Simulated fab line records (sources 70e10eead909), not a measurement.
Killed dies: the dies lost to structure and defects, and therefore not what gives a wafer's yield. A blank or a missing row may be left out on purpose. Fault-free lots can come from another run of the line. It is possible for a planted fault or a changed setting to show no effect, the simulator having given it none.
fab line records	flow nand-harc
record lots=12	wafers=36	last-day=33
route steps=1302 shown A_STAIRCASE@886 A_SGD_CUT@901 END@1302
lots with no fault: from the same line, run without faults
start-h: hours from the record's opening day to when the first of the lot's shown wafers began	wait-h: hours elapsed since this lot's preceding step	" same as the row above	L1.1+2: one row covering several wafers at once	- no value present, or no start provided	* or withheld: withheld	< > ~ a bound
route shown NAME@n: NAME is a module with steps in the file, n the number in the route of the first one	usual: mean and standard deviation over wafers with no fault	same: alike in all rows	chamber/n: place in a boat	sites: readings site by site	_std_site: the standard deviation of these	_edge_site: outer sites' mean less inner sites'	radius-mm: for every site, how far away it sits from the centre of the wafer	mask NAME#n: copy n	behind: the tool/chamber that last shaped the wafer	hold: the reason the lot was held/the length of the hold in hours/how it ended	device: whichever transistor did not switch (one of n, p or np)	end of line: the same wafers' tests at the end of the route	step lacking rows: just its recipe	killed: at the first sort, the dies lost to defects and structure; wafer yield is something else	map: per-die view of a wafer (x killed, . not killed, _ where there is no die)
set.NAME: setting as actually run; set.NAME@STEP: the setting as run at that earlier step	model.NAME: the simulator's own value behind a step, which no gauge read
one table for each step of the route and one row for each wafer, over a sample of lots
services: a tool's chamber out of use, with start hour (start-h, from the record's first day; less than 0 if before it), hours out, and reason
## steps
# step NHARC_A_STAIRCASE_CMP_472
# recipe material=SiO2
# usual motor-current-A=12.7/1.1
lot.wafer	tool	chamber	start-h	wait-h	motor-current-A
L203.4	cmp-01	2	459.22	0.2	11.6
L203.3	"	3	"	"	12.3
L203.5	"	1	"	"	14.9
L205.4	cmp-01	1	462.00	0.1	13.4
L205.1	"	0	"	"	12.5
L205.5	"	1	"	"	15.0
L206.3	cmp-03	2	471.57	0.2	13.0
L206.4	"	0	"	"	12.5
L206.2	"	1	"	"	14.6
L207.4	cmp-01	1	471.67	0.2	14.2
L207.1	"	3	"	"	11.8
L207.5	"	0	"	"	11.6
L208.3	cmp-03	3	499.61	0.2	11.4
L208.1	"	1	"	"	14.1
L208.6	"	3	"	"	11.7
L211.2	cmp-04	3	516.30	0.2	13.1
L211.1	"	1	"	"	13.7
L211.6	"	3	"	"	13.6
L212.4	cmp-03	1	536.53	0.1	14.5
L212.3	"	3	"	"	11.2
L212.5	"	2	"	"	14.0
L213.1	cmp-04	0	544.53	0.2	11.4
L213.4	"	1	"	"	13.8
L213.6	"	2	"	"	12.5
L218.1	cmp-03	0	601.28	0.2	13.3
L218.4	"	1	"	"	14.8
L218.5	"	1	"	"	14.8
L222.2	cmp-01	1	636.08	0.2	14.6
L222.1	"	0	"	"	12.4
L222.5	"	1	"	"	14.4
L224.3	cmp-04	3	657.23	0.2	13.2
L224.2	"	0	"	"	11.1
L224.5	"	3	"	"	11.5
L223.3	cmp-04	2	657.59	0.3	12.0
L223.4	"	3	"	"	12.9
L223.2	"	0	"	"	10.9
# step NHARC_A_SGD_CUT_CD_MEAS_09
# recipe target-cd-nm=100	landing-energy-ev=500
# usual cd-nm=99.9/0.54
lot.wafer	tool	chamber	start-h	wait-h	cd-nm
L203.3	cd-sem-02	0	460.17	-	99.6
L203.4	"	0	"	"	99.4
L203.5	"	0	"	"	99.9
L205.1	cd-sem-03	0	463.13	-	99.8
L205.4	"	0	"	"	99.6
L205.5	"	0	"	"	100.5
L206.2	cd-sem-02	0	472.58	-	100.1
L206.3	"	0	"	"	99.6
L206.4	"	0	"	"	100.7
L207.1	cd-sem-03	0	472.77	-	99.3
L207.4	"	0	"	"	98.6
L207.5	"	0	"	"	99.7
L208.1	cd-sem-03	0	500.80	-	99.9
L208.3	"	0	"	"	99.8
L208.6	"	0	"	"	99.8
L211.1	cd-sem-01	0	517.41	-	99.9
L211.2	"	0	"	"	100.7
L211.6	"	0	"	"	99.8
L212.3	cd-sem-01	0	537.67	-	99.2
L212.4	"	0	"	"	99.2
L212.5	"	0	"	"	100.3
L213.1	cd-sem-02	0	545.48	-	99.8
L213.4	"	0	"	"	100.3
L213.6	"	0	"	"	99.7
L218.1	cd-sem-02	0	602.48	-	100.1
L218.4	"	0	"	"	101.1
L218.5	"	0	"	"	100.5
L222.1	cd-sem-02	0	637.21	-	100.5
L222.2	"	0	"	"	100.1
L222.5	"	0	"	"	99.4
L224.2	cd-sem-01	0	658.36	-	99.9
L224.3	"	0	"	"	99.8
L224.5	"	0	"	"	100.2
L223.2	cd-sem-01	0	658.70	-	99.4
L223.3	"	0	"	"	100.0
L223.4	"	0	"	"	99.4
# step NHARC_A_SGD_CUT_ETCH_59
# recipe target-depth-a=2600	over-etch-frac=0.25	time-s=406.25	ion-energy-ev=200	n2-flow-sccm=150	h2-flow-sccm=150	ar-flow-sccm=0	rf-w=400	bias-w=150	chemistry=N2/H2
# usual drypump-motor-current-A=5.7/0.43	n2-flow-sccm=150.0/0.43	oes-product-au=0.999/0.015	rf-vpp-V=431.0/2.8	run-length-s=427.7/0.51	showerhead-plenum-p-Torr=2.06/0.099	throttle-valve-pct=14.170/0.0089
lot.wafer	tool	chamber	start-h	wait-h	drypump-motor-current-A	n2-flow-sccm	oes-product-au	rf-hours-counter-h	rf-vpp-V	run-length-s	showerhead-plenum-p-Torr	throttle-valve-pct
L203.4	rie-diel-09	1	460.56	-	4.9	150.0	0.987	10	433.2	427.7	2.16	14.168
L203.3	"	2	"	"	5.3	150.9	0.986	10	426.2	428.0	1.94	14.159
L203.5	"	0	"	"	5.3	150.1	1.016	-	428.9	428.2	1.97	14.158
L205.4	rie-diel-11	1	463.52	-	6.1	149.6	0.988	1	435.3	427.9	2.19	14.168
L205.1	"	3	"	"	6.0	150.1	0.984	1	428.9	428.3	2.01	14.166
L205.5	"	0	"	"	5.4	150.1	0.994	-	428.4	427.8	1.97	14.156
L206.4	rie-diel-11	0	472.94	-	5.4	150.2	0.991	2	429.0	427.9	1.97	14.168
L206.3	"	2	"	"	6.1	149.5	1.003	2	433.2	428.0	2.15	14.164
L206.2	"	3	"	"	6.0	149.4	0.993	2	429.1	428.5	2.01	14.164
L207.1	rie-diel-06	2	473.13	-	6.4	149.4	1.001	8	432.1	427.5	2.10	14.168
L207.5	"	2	"	"	6.4	150.2	1.009	-	432.8	427.4	2.10	14.170
L207.4	"	0	"	"	5.6	150.6	0.961	-	429.3	427.0	1.98	14.180
L208.1	rie-diel-06	3	501.19	-	6.0	149.9	0.990	1	429.2	427.5	1.91	14.147
L208.3	"	1	"	"	5.7	149.3	1.007	0	432.1	427.7	2.13	14.175
L208.6	"	2	"	"	6.4	150.2	1.005	-	431.8	427.2	2.10	14.172
L211.2	rie-diel-09	2	517.80	-	5.3	150.5	1.009	0	428.2	428.2	1.94	14.175
L211.1	"	0	"	"	5.3	150.2	1.020	0	428.0	427.7	1.97	14.164
L211.6	"	1	"	"	4.9	150.5	0.981	-	435.6	427.6	2.16	14.171
L212.4	rie-diel-06	0	538.05	-	5.6	150.0	0.981	1	428.6	427.0	1.98	14.186
L212.3	"	1	"	"	5.7	150.4	1.021	2	432.3	428.2	2.13	14.162
L212.5	"	3	"	"	6.1	149.7	0.998	-	425.2	428.4	1.91	14.157
L213.4	rie-diel-09	3	545.91	-	5.4	150.5	1.027	3	433.5	426.7	2.17	14.166
L213.1	"	0	"	"	5.3	150.0	1.030	3	428.6	427.5	1.97	14.166
L213.6	"	2	"	"	5.3	150.5	1.004	-	427.5	428.3	1.94	14.169
L218.1	rie-diel-09	1	602.85	-	4.9	150.9	0.973	8	433.7	427.6	2.16	14.176
L218.4	"	0	"	"	5.3	149.6	1.003	8	429.4	427.6	1.97	14.158
L218.5	"	1	"	"	4.9	150.7	0.981	-	435.1	427.4	2.16	14.179
L222.1	rie-diel-09	2	637.57	-	5.3	150.1	1.003	11	426.2	380.0	1.93	14.161
L222.2	"	1	"	"	4.9	149.5	0.978	11	433.5	379.7	2.16	14.166
L222.5	"	2	"	"	5.3	150.0	0.999	-	427.2	379.6	1.93	14.178
L224.3	rie-diel-06	1	658.72	-	5.7	149.4	1.014	8	433.3	427.6	2.13	14.159
L224.2	"	3	"	"	6.1	150.2	1.007	7	426.0	427.5	1.91	14.155
L224.5	"	1	"	"	5.7	150.0	1.013	-	433.5	427.8	2.13	14.177
L223.4	rie-diel-09	3	659.06	-	5.4	151.0	1.033	14	433.1	378.6	2.17	14.170
L223.3	"	0	"	"	5.3	150.0	1.011	14	429.2	379.3	1.97	14.168
L223.2	"	2	"	"	5.3	149.5	1.016	14	427.8	380.2	1.93	14.161
# step NHARC_A_SGD_CUT_ETCH_16
# recipe target-depth-a=3105	time-s=155.2	c4f8-flow-sccm=withheld	o2-flow-sccm=8	ar-flow-sccm=withheld	rf-w=600	bias-w=800	chemistry=C4F8/O2/Ar
# usual oes-product-au=0.972/0.018	rf-vpp-V=724/4.5	run-length-s=176.6/0.55
lot.wafer	tool	chamber	start-h	wait-h	oes-product-au	rf-hours-counter-h	rf-vpp-V	run-length-s
L203.4	rie-diel-09	3	-	-	0.971	10	730	175.6
L203.3	"	1	"	"	0.975	11	728	176.7
L203.5	"	3	"	"	0.962	-	728	175.5
L205.1	rie-diel-11	2	-	-	0.984	1	730	177.6
L205.4	"	3	"	"	0.967	1	721	177.1
L205.5	"	2	"	"	0.973	-	729	177.1
L206.3	rie-diel-11	3	-	-	0.953	2	721	177.4
L206.2	"	0	"	"	0.977	2	721	176.5
L206.4	"	1	"	"	0.954	2	729	176.8
L207.1	rie-diel-06	2	-	-	0.976	9	728	176.1
L207.5	"	1	"	"	0.968	-	729	176.6
L207.4	"	2	"	"	0.973	-	726	176.5
L208.1	rie-diel-06	0	-	-	0.973	1	719	176.1
L208.3	"	2	"	"	0.992	1	726	176.2
L208.6	"	1	"	"	0.986	-	728	176.6
L211.2	rie-diel-09	2	-	-	0.962	1	719	177.1
L211.1	"	3	"	"	0.994	1	728	175.9
L211.6	"	3	"	"	0.992	-	729	175.5
L212.4	rie-diel-06	3	-	-	0.968	2	717	176.9
L212.3	"	2	"	"	0.974	2	725	176.4
L212.5	"	0	"	"	0.958	-	722	175.9
L213.1	rie-diel-09	1	-	-	0.961	4	729	176.6
L213.4	"	2	"	"	0.970	4	719	177.1
L213.6	"	2	"	"	0.974	-	719	177.0
L218.4	rie-diel-09	2	-	-	0.992	8	718	177.2
L218.1	"	1	"	"	0.956	8	728	176.4
L218.5	"	3	"	"	1.004	-	729	175.4
L222.2	rie-diel-09	0	-	-	0.983	11	718	176.6
L222.1	"	1	"	"	0.951	11	727	176.9
L222.5	"	1	"	"	0.946	-	728	176.5
L224.3	rie-diel-06	3	-	-	0.983	7	716	176.5
L224.2	"	0	"	"	0.975	7	721	176.1
L224.5	"	2	"	"	0.975	-	725	176.2
L223.2	rie-diel-09	2	-	-	0.998	14	717	177.1
L223.3	"	0	"	"	0.983	14	720	176.5
L223.4	"	1	"	"	0.959	14	729	176.7
# step NHARC_END_SORT_01
# recipe temp-c=25
# usual killed-at-array=52/16	killed-at-other=0.8/0.98	killed-at-periphery=4.2/2.9	killed-dies=57/16	killed-open=3.3/1.9	killed-short=2.5/1.5
# same gross-dies=677
lot.wafer	tool	chamber	start-h	wait-h	killed-at-array	killed-at-other	killed-at-periphery	killed-dies	killed-open	killed-short
L203.3	prober-01	0	581.40	3.1	57	2	1	60	7	2
L203.4	prober-01	0	582.19	3.4	67	1	1	69	1	3
L203.5	prober-01	0	582.98	3.7	59	1	2	62	4	3
L205.1	prober-01	0	587.53	2.5	18	0	0	18	0	3
L205.4	prober-01	0	589.98	3.4	24	1	2	27	1	1
L205.5	prober-01	0	590.79	3.8	25	1	0	26	1	4
L207.1	prober-02	0	594.62	2.5	53	0	4	57	3	0
L207.4	prober-02	0	596.96	3.3	68	0	0	68	1	2
L207.5	prober-02	0	597.75	3.6	73	0	0	73	2	2
L206.2	prober-01	0	596.23	2.8	28	0	8	36	3	5
L206.3	prober-01	0	597.04	3.1	57	0	2	59	2	2
L206.4	prober-01	0	597.84	3.4	52	0	0	52	4	1
L208.1	prober-02	0	624.66	2.4	82	0	3	85	3	5
L208.3	prober-02	0	626.25	3.1	79	0	1	80	2	3
L208.6	prober-02	0	628.65	4.0	66	0	7	73	8	3
L211.1	prober-02	0	640.08	2.5	61	3	3	67	3	3
L211.2	prober-02	0	640.88	2.8	62	4	3	69	1	2
L211.6	prober-02	0	644.05	4.0	50	4	1	55	5	1
L212.3	prober-02	0	664.90	3.1	56	1	4	61	7	2
L212.4	prober-02	0	665.70	3.4	57	1	4	62	1	2
L212.5	prober-02	0	666.49	3.7	70	2	4	76	3	3
L213.1	prober-02	0	671.10	2.5	72	1	10	83	5	4
L213.4	prober-02	0	673.50	3.4	54	2	6	62	0	2
L213.6	prober-02	0	675.09	4.0	59	1	13	73	7	5
L218.1	prober-02	0	726.40	2.5	74	1	9	84	1	2
L218.4	prober-02	0	728.81	3.4	58	1	6	65	4	4
L218.5	prober-02	0	729.61	3.7	72	2	6	80	7	1
L222.1	prober-01	0	761.84	2.5	53	1	3	57	3	1
L222.2	prober-01	0	762.66	2.8	52	1	3	56	2	0
L222.5	prober-01	0	765.12	3.8	30	0	8	38	4	3
L224.2	prober-02	0	781.06	2.8	31	3	2	36	3	0
L224.3	prober-02	0	781.86	3.1	37	1	1	39	3	4
L224.5	prober-02	0	783.47	3.7	38	1	4	43	4	4
L223.2	prober-01	0	781.06	2.8	17	0	3	20	3	0
L223.3	prober-01	0	781.86	3.1	26	0	2	28	7	3
L223.4	prober-01	0	782.66	3.4	23	2	3	28	2	4
# killed by level:class
L203.3 A_SLIT:chamber-film-flake=20 A_CHANNEL_HOLE_D1:chamber-film-flake=16 A_CHANNEL_HOLE_D2:chamber-film-flake=5 A_WL_FILL:chamber-film-flake=5 A_ONON_D1:geometric-particle:open=2 THIN_TSV:chamber-film-flake=2 P_M2:geometric-particle:open=1 A_CHANNEL_HOLE_D1:geometric-particle:open=1
L203.4 A_CHANNEL_HOLE_D1:chamber-film-flake=29 A_SLIT:chamber-film-flake=29 A_CHANNEL_HOLE_D2:chamber-film-flake=3 A_CONTACT:chamber-film-flake=2 A_ONON_D1:geometric-particle:short=1 A_CHANNEL_FILL_D1:geometric-particle:short=1 A_ONON_D2:geometric-particle:short=1 A_CHANNEL_FILL_D2:geometric-particle:open=1
L203.5 A_SLIT:chamber-film-flake=22 A_CHANNEL_HOLE_D1:chamber-film-flake=19 A_WL_FILL:chamber-film-flake=5 A_CHANNEL_HOLE_D2:chamber-film-flake=3 A_CONTACT:chamber-film-flake=2 P_CONTACT:geometric-particle:open=1 A_ONON_D1:geometric-particle:short=1 A_CHANNEL_HOLE_D1:geometric-particle:short=1
L205.1 A_CHANNEL_HOLE_D2:chamber-film-flake=5 A_CONTACT:chamber-film-flake=4 A_CHANNEL_FILL_D1:geometric-particle:short=2 A_SLIT:chamber-film-flake=2 A_CONTACT:unspecified=2 A_ONON_D1:geometric-particle:short=1 A_CHANNEL_FILL_D1:chamber-film-flake=1 A_DECK1_JOINT:chamber-film-flake=1
L205.4 A_CHANNEL_HOLE_D2:chamber-film-flake=7 A_CONTACT:chamber-film-flake=5 A_CHANNEL_HOLE_D1:chamber-film-flake=3 A_CONTACT:unspecified=3 A_STAIRCASE:chamber-film-flake=2 A_CHANNEL_FILL_D2:geometric-particle:short=1 A_M1:geometric-particle:open=1 P_GATE:chamber-film-flake=1
L205.5 A_CONTACT:chamber-film-flake=10 A_CHANNEL_HOLE_D2:chamber-film-flake=6 A_CHANNEL_HOLE_D1:chamber-film-flake=5 A_SOURCE_PLATE:geometric-particle:short=1 A_CHANNEL_FILL_D1:geometric-particle:open=1 A_CHANNEL_FILL_D2:geometric-particle:short=1 A_CONTACT:geometric-particle:short=1 STARTING-WAFER:geometric-particle:short=1
L207.1 A_CHANNEL_HOLE_D1:chamber-film-flake=18 A_SLIT:chamber-film-flake=17 A_CHANNEL_HOLE_D2:chamber-film-flake=7 A_BONDPAD:chamber-film-flake=5 A_CHANNEL_FILL_D1:chamber-film-flake=2 A_CONTACT:chamber-film-flake=2 P_M0:geometric-particle:open=1 A_SOURCE_PLATE:geometric-particle:open=1
L206.2 A_CHANNEL_HOLE_D2:chamber-film-flake=15 A_CHANNEL_HOLE_D1:chamber-film-flake=6 P_GATE:chamber-film-flake=3 A_M1:chamber-film-flake=2 P_CONTACT:geometric-particle:open=1 P_M0:geometric-particle:short=1 P_M0:geometric-particle:open=1 P_BONDPAD:geometric-particle:open=1
L207.4 A_SLIT:chamber-film-flake=30 A_CHANNEL_HOLE_D1:chamber-film-flake=19 A_CHANNEL_HOLE_D2:chamber-film-flake=9 A_CHANNEL_FILL_D1:chamber-film-flake=3 A_CONTACT:chamber-film-flake=2 A_BONDPAD:chamber-film-flake=2 A_CHANNEL_HOLE_D1:geometric-particle:short=1 A_CHANNEL_FILL_D2:geometric-particle:open=1
L206.3 A_CHANNEL_HOLE_D1:chamber-film-flake=26 A_CHANNEL_HOLE_D2:chamber-film-flake=14 A_CHANNEL_FILL_D1:chamber-film-flake=3 A_M1:chamber-film-flake=3 P_GATE:chamber-film-flake=2 A_DECK1_JOINT:chamber-film-flake=2 A_CONTACT:chamber-film-flake=2 A_DECK1_JOINT:geometric-particle:open=1
L207.5 A_CHANNEL_HOLE_D1:chamber-film-flake=25 A_SLIT:chamber-film-flake=19 A_CHANNEL_HOLE_D2:chamber-film-flake=12 A_BONDPAD:chamber-film-flake=6 A_CONTACT:chamber-film-flake=5 A_CHANNEL_FILL_D2:geometric-particle:short=1 A_CHANNEL_FILL_D2:geometric-particle:open=1 A_SGD_CUT:geometric-particle:short=1
L206.4 A_CHANNEL_HOLE_D2:chamber-film-flake=26 A_CHANNEL_HOLE_D1:chamber-film-flake=15 A_CHANNEL_FILL_D1:chamber-film-flake=3 A_M0:geometric-particle:open=2 A_CONTACT:chamber-film-flake=2 A_CHANNEL_FILL_D2:geometric-particle:open=1 A_WL_FILL:geometric-particle:short=1 A_BLC:geometric-particle:open=1
L208.1 A_CHANNEL_HOLE_D2:chamber-film-flake=39 A_SLIT:chamber-film-flake=28 A_CHANNEL_HOLE_D1:chamber-film-flake=3 A_M0:chamber-film-flake=3 P_CONTACT:geometric-particle:short=1 A_ONON_D1:geometric-particle:short=1 A_ONON_D1:geometric-particle:open=1 A_DECK1_JOINT:geometric-particle:short=1
L208.3 A_SLIT:chamber-film-flake=34 A_CHANNEL_HOLE_D2:chamber-film-flake=27 A_CHANNEL_HOLE_D1:chamber-film-flake=5 A_STAIRCASE:chamber-film-flake=3 A_WL_FILL:chamber-film-flake=2 P_GATE:geometric-particle:short=1 A_CHANNEL_HOLE_D1:geometric-particle:open=1 A_ONON_D2:geometric-particle:short=1
L208.6 A_SLIT:chamber-film-flake=26 A_CHANNEL_HOLE_D2:chamber-film-flake=24 P_CONTACT:geometric-particle:open=2 P_M0:geometric-particle:open=2 P_ZERO_WELL:chamber-film-flake=2 A_CHANNEL_HOLE_D1:chamber-film-flake=2 A_CHANNEL_FILL_D1:chamber-film-flake=2 A_CONTACT:chamber-film-flake=2
L211.1 A_CHANNEL_HOLE_D2:chamber-film-flake=22 A_CHANNEL_HOLE_D1:chamber-film-flake=20 A_CHANNEL_FILL_D1:chamber-film-flake=3 A_STAIRCASE:chamber-film-flake=3 A_CONTACT:chamber-film-flake=3 THIN_TSV:chamber-film-flake=3 A_WL_FILL:chamber-film-flake=2 A_SGD_CUT:chamber-film-flake=2
L211.2 A_CHANNEL_HOLE_D1:chamber-film-flake=27 A_CHANNEL_HOLE_D2:chamber-film-flake=16 A_CHANNEL_FILL_D1:chamber-film-flake=4 A_WL_FILL:chamber-film-flake=4 THIN_TSV:chamber-film-flake=4 A_STAIRCASE:chamber-film-flake=3 P_ZERO_WELL:chamber-film-flake=2 A_SLIT:chamber-film-flake=2
L211.6 A_CHANNEL_HOLE_D1:chamber-film-flake=19 A_CHANNEL_HOLE_D2:chamber-film-flake=16 A_STAIRCASE:chamber-film-flake=4 A_CHANNEL_FILL_D1:chamber-film-flake=3 THIN_TSV:chamber-film-flake=3 A_CONTACT:chamber-film-flake=2 P_CONTACT:geometric-particle:open=1 A_ONON_D1:geometric-particle:open=1
L212.3 A_SLIT:chamber-film-flake=18 A_CHANNEL_HOLE_D2:chamber-film-flake=16 A_CONTACT:chamber-film-flake=6 P_CONTACT:chamber-film-flake=3 A_CHANNEL_HOLE_D1:chamber-film-flake=3 A_ONON_D2:geometric-particle:open=2 A_STAIRCASE:chamber-film-flake=2 A_BLC:chamber-film-flake=2
L212.4 A_SLIT:chamber-film-flake=30 A_CHANNEL_HOLE_D2:chamber-film-flake=12 A_STAIRCASE:chamber-film-flake=4 A_CONTACT:chamber-film-flake=4 P_CONTACT:chamber-film-flake=3 A_CHANNEL_HOLE_D1:chamber-film-flake=2 A_BLC:chamber-film-flake=2 A_CHANNEL_FILL_D1:geometric-particle:short=1
L212.5 A_SLIT:chamber-film-flake=31 A_CHANNEL_HOLE_D2:chamber-film-flake=14 A_CONTACT:chamber-film-flake=9 A_CHANNEL_HOLE_D1:chamber-film-flake=5 A_BLC:chamber-film-flake=4 P_CONTACT:chamber-film-flake=3 A_STAIRCASE:chamber-film-flake=2 P_CONTACT:geometric-particle:short=1
L213.1 A_SLIT:chamber-film-flake=39 A_CHANNEL_HOLE_D2:chamber-film-flake=13 P_BONDPAD:chamber-film-flake=7 A_CONTACT:chamber-film-flake=4 A_CHANNEL_FILL_D1:geometric-particle:short=3 P_STI:chamber-film-flake=3 A_ONON_D2:geometric-particle:open=2 A_CHANNEL_HOLE_D1:chamber-film-flake=2
L213.4 A_SLIT:chamber-film-flake=20 A_CHANNEL_HOLE_D2:chamber-film-flake=20 P_STI:chamber-film-flake=5 A_CHANNEL_HOLE_D1:chamber-film-flake=4 A_CONTACT:chamber-film-flake=3 A_BLC:chamber-film-flake=2 THIN_TSV:chamber-film-flake=2 A_SOURCE_PLATE:geometric-particle:short=1
L213.6 A_SLIT:chamber-film-flake=34 P_STI:chamber-film-flake=8 A_CHANNEL_HOLE_D2:chamber-film-flake=8 A_SOURCE_PLATE:geometric-particle:open=2 A_STAIRCASE:chamber-film-flake=2 P_M0:geometric-particle:open=1 P_M1:geometric-particle:open=1 A_ONON_D1:geometric-particle:open=1
L218.1 A_CHANNEL_HOLE_D1:chamber-film-flake=32 A_SLIT:chamber-film-flake=32 P_M2:chamber-film-flake=4 A_CONTACT:chamber-film-flake=4 P_STI:chamber-film-flake=2 P_GATE:chamber-film-flake=2 A_DECK1_JOINT:chamber-film-flake=2 A_DECK1_JOINT:geometric-particle:open=1
L218.4 A_SLIT:chamber-film-flake=24 A_CHANNEL_HOLE_D1:chamber-film-flake=14 A_CONTACT:chamber-film-flake=8 P_M2:chamber-film-flake=3 A_STAIRCASE:chamber-film-flake=3 P_CONTACT:geometric-particle:open=1 A_CHANNEL_HOLE_D1:geometric-particle:open=1 A_CHANNEL_FILL_D1:geometric-particle:short=1
L218.5 A_SLIT:chamber-film-flake=33 A_CHANNEL_HOLE_D1:chamber-film-flake=30 THIN_TSV:chamber-film-flake=2 P_GATE:geometric-particle:short=1 P_M0:geometric-particle:open=1 P_BONDPAD:geometric-particle:open=1 A_ONON_D1:geometric-particle:open=1 A_ONON_D2:geometric-particle:open=1
L222.1 A_SLIT:chamber-film-flake=27 A_CHANNEL_HOLE_D1:chamber-film-flake=17 P_GATE:chamber-film-flake=3 A_DECK1_JOINT:chamber-film-flake=2 A_DECK1_JOINT:geometric-particle:open=1 A_M0:geometric-particle:open=1 A_M0:geometric-particle:short=1 A_M1:geometric-particle:open=1
L222.2 A_SLIT:chamber-film-flake=34 A_CHANNEL_HOLE_D1:chamber-film-flake=10 A_CONTACT:chamber-film-flake=4 P_GATE:chamber-film-flake=2 A_STAIRCASE:chamber-film-flake=2 P_GATE:geometric-particle:open=1 A_CHANNEL_FILL_D2:geometric-particle:open=1 A_DECK1_JOINT:chamber-film-flake=1
L222.5 A_SLIT:chamber-film-flake=18 A_CHANNEL_HOLE_D1:chamber-film-flake=6 P_GATE:chamber-film-flake=3 P_GATE:geometric-particle:short=2 A_STAIRCASE:chamber-film-flake=2 A_CONTACT:chamber-film-flake=2 P_GATE:geometric-particle:open=1 P_CONTACT:geometric-particle:open=1
L224.2 A_SLIT:chamber-film-flake=19 A_CONTACT:chamber-film-flake=3 THIN_TSV:chamber-film-flake=3 A_CHANNEL_FILL_D1:chamber-film-flake=2 A_CHANNEL_FILL_D2:chamber-film-flake=2 P_GATE:geometric-particle:open=1 P_M0:geometric-particle:open=1 A_WL_FILL:geometric-particle:open=1
L223.2 A_SLIT:chamber-film-flake=10 A_CONTACT:chamber-film-flake=4 P_GATE:geometric-particle:open=1 P_CONTACT:geometric-particle:open=1 A_M0:geometric-particle:open=1 P_STI:chamber-film-flake=1 A_ZERO_WELL:chamber-film-flake=1 A_CHANNEL_HOLE_D2:chamber-film-flake=1
L223.3 A_CONTACT:chamber-film-flake=6 A_SLIT:chamber-film-flake=4 A_BONDPAD:chamber-film-flake=3 A_WL_FILL:geometric-particle:open=2 A_ZERO_WELL:chamber-film-flake=2 P_M0:geometric-particle:open=1 A_ONON_D1:geometric-particle:open=1 A_CHANNEL_HOLE_D1:geometric-particle:short=1
L224.3 A_SLIT:chamber-film-flake=23 A_CONTACT:chamber-film-flake=3 A_WL_FILL:geometric-particle:short=2 A_CHANNEL_FILL_D1:chamber-film-flake=2 A_CHANNEL_FILL_D1:geometric-particle:open=1 A_DECK1_JOINT:geometric-particle:short=1 A_CHANNEL_FILL_D2:geometric-particle:short=1 A_CHANNEL_FILL_D2:geometric-particle:open=1
L223.4 A_CONTACT:chamber-film-flake=8 A_SLIT:chamber-film-flake=7 A_ZERO_WELL:chamber-film-flake=2 A_WL_FILL:chamber-film-flake=2 P_GATE:geometric-particle:short=1 P_M1:geometric-particle:open=1 A_ONON_D2:geometric-particle:short=1 A_CHANNEL_FILL_D2:geometric-particle:short=1
L224.5 A_SLIT:chamber-film-flake=16 A_CONTACT:chamber-film-flake=9 A_CHANNEL_FILL_D1:chamber-film-flake=3 A_DECK1_JOINT:chamber-film-flake=2 A_BONDPAD:chamber-film-flake=2 P_CONTACT:geometric-particle:open=1 P_M0:geometric-particle:open=1 P_M2:geometric-particle:open=1
## services
tool	chamber	start-h	hours	kind
cmp-04	-	440.32	4.0	pm
cmp-03	-	455.51	1.2	repair
cmp-03	-	456.71	4.0	pm
cmp-01	-	458.59	0.2	repair
rie-diel-06	3	473.13	19.1	repair
cmp-01	-	482.11	4.0	pm
rie-diel-06	-	484.20	9.0	pm
cmp-04	-	486.44	1.8	repair
rie-diel-09	-	497.40	9.0	pm
cmp-03	-	502.87	0.4	repair
rie-diel-11	-	512.00	0.6	repair
cmp-01	-	532.99	0.2	repair
cmp-04	-	538.32	4.0	pm
cmp-01	-	541.57	3.4	repair
rie-diel-06	2	546.52	5.6	repair
cmp-03	-	548.08	1.1	repair
rie-diel-06	3	548.80	16.2	repair
rie-diel-06	0	554.60	14.6	repair
cmp-03	-	554.71	4.0	pm
cmp-01	-	580.24	4.0	pm
rie-diel-11	-	581.78	0.6	repair
rie-diel-11	2	584.17	9.8	repair
cmp-01	-	602.62	1.3	repair
rie-diel-11	-	609.53	9.0	pm
## key
first-sign step=NHARC_A_SGD_CUT_ETCH_59	reading=run-length-s	direction=down	sigmas=94	usual=*	struck=*
effect none on later readings
met-at NHARC_A_SGD_CUT_ETCH_59
struck-lots L222,L223
tester-left-out L222,L223
not-acting-at NHARC_A_STAIRCASE_CMP_472,NHARC_A_SGD_CUT_CD_MEAS_09,NHARC_A_SGD_CUT_ETCH_16
onset-between 602.85 637.57
fault kind=process-parameter-drift	tool=rie-diel-09	chamber=-	onset-h=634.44	steps=NHARC_A_SGD_CUT_ETCH_59	channel=time-s	offset=*	shape=step	end-h=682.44	acts-in=*	stated=*
# tester-left-out: of these lots the tester's yield and bins aren't shown, on N5 and GAA mostly nor the transistor test; their killed dies are dies lost to structure and defects alone, not to doping, threshold or leakage, so they don't give the yield
